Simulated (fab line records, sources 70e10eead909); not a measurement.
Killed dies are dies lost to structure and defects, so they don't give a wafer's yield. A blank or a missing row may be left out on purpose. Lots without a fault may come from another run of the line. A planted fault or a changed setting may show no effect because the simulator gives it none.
Which tool did it? | flow nand_harc | 15 lots, 45 wafers sampled, at 1 step of a route of 1302

WHAT THE GAUGES READ, wafer by wafer
NHARC_P_CONTACT_INSPECT_14.
lot  | measured     | on                | raw_defect_count
L500 | day 6 03:25  | defect_inspect-01 | 2 7 5
L501 | day 6 14:47  | defect_inspect-01 | 4 3 4
L502 | day 7 03:47  | defect_inspect-02 | 0 4 2
L503 | day 7 13:44  | defect_inspect-01 | 7 6 2
L504 | day 7 22:50  | defect_inspect-02 | 5 1 6
L505 | day 8 14:19  | defect_inspect-02 | 5 2 7
L506 | day 8 23:02  | defect_inspect-01 | 2 3 3
L507 | day 9 05:21  | defect_inspect-02 | 4 3 5
L508 | day 10 05:47 | defect_inspect-02 | 6 5 6
L509 | day 10 09:47 | defect_inspect-01 | 1 1 3
L515 | day 12 18:09 | defect_inspect-02 | 3 3 5
L516 | day 12 23:52 | defect_inspect-01 | 9 1 2
L518 | day 14 02:30 | defect_inspect-02 | 1 5 6
L519 | day 14 08:15 | defect_inspect-01 | 3 4 4
L521 | day 15 01:05 | defect_inspect-01 | 8 2 0

WHICH TOOL RAN EACH LOT (tool, then ch and the chambers of the sampled wafers, then the start)
The record holds no process step before these readings.

WHAT THE TOOLS THEMSELVES READ (means of the sampled wafers that have a number; where no wafer has one, the mark that the record gives instead)
The record holds no such reading with a usual standard deviation.

THE ANSWER, worked out from the rows above alone
Rule: what is usual is taken from the lots themselves. Put in order of their means at a reading, lots are off if they are a third of the lots or fewer, leave a main group of 4 or more, and stand apart from it by a gap of 3 or more times the standard deviation of the main group's means; of several such gaps the widest counts. A main group whose means are all the same, to the digits that the tables above print for the reading, isn't used. A lot without any number at a reading at which 4 lots or more have one is off too. The other lots that the step has rows for count as sound. The gauges are gone through in route order, then the tools' own readings, and for those a lot's mean is taken as printed above. The first step at which some lot is off is used, and at that step the reading that is off furthest; a lot without a number counts as furthest.
No lot is off at any reading shown: from this, nothing can be told.

WHAT THE SIMULATOR HAD PUT IN
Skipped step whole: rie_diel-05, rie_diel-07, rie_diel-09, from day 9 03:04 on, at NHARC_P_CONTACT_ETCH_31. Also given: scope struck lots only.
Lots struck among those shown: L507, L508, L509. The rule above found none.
